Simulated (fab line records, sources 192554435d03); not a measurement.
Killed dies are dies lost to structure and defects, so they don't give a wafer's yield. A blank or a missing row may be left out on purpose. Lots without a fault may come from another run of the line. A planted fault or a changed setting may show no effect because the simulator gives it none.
Chamber matching | flow n5_finfet | N5_BEOL_M15_ETCH_61 on rie_diel-03: 4 sister chambers
The step etches BARC in N2/H2, target depth 89 nm, overetch 26.7 nm, time 67.9 s. 8 wafers are shown with their chamber, then 11 later ones without.

WAFERS WITH THEIR CHAMBER
wafer  | chamber | showerhead_plenum_p_Torr (Torr) | throttle_valve_pct (%)
L080.2 | 1       | 2.41                            | 18.17
L081.1 | 1       | 2.41                            | 18.17
L086.3 | 3       | 2.52                            | 18.15
L086.4 | 0       | 2.51                            | 18.25
L088.2 | 2       | 2.70                            | 17.72
L088.4 | 0       | 2.51                            | 18.26
L088.6 | 3       | 2.51                            | 18.15
L090.4 | 2       | 2.70                            | 17.73

WAFERS WITHOUT THEIR CHAMBER
wafer  | showerhead_plenum_p_Torr (Torr) | throttle_valve_pct (%)
L090.5 | 2.40                            | 18.20
L090.6 | 2.51                            | 18.16
L095.2 | 2.70                            | 17.75
L095.3 | 2.51                            | 18.19
L095.5 | 2.50                            | 17.75
L096.1 | 2.50                            | 17.78
L096.2 | 2.69                            | 17.77
L096.3 | 2.50                            | 18.19
L097.3 | 2.50                            | 17.77
L097.4 | 2.72                            | 17.80
L097.6 | 2.69                            | 17.77

WHICH CHAMBER EACH WENT THROUGH
wafer  | from the rows above | in truth
L090.5 | 1                   | 1
L090.6 | 3                   | 3
L095.2 | 2                   | 2
L095.3 | 3                   | 3
L095.5 | 2                   | 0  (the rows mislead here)
L096.1 | 2                   | 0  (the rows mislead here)
L096.2 | 2                   | 2
L096.3 | 3                   | 3
L097.3 | 2                   | 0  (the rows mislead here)
L097.4 | 2                   | 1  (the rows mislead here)
L097.6 | 2                   | 2
Placed correctly: 7 of 11. Can't be placed from these rows: 0. Placed wrongly: 4.
How it was worked out, from the rows above alone: a wafer's distance from a chamber is the root of the sum, over the readings, of the square of ((its reading less the chamber's mean) divided by the reading's scatter). The wafer belongs to the nearest chamber; if the next one is less than 2 further off, it can't be placed. A chamber's mean is the mean of its shown wafers. The scatter: the root of (the sum of the squares of (reading less its chamber's mean) over the shown wafers, divided by (wafers less chambers)).
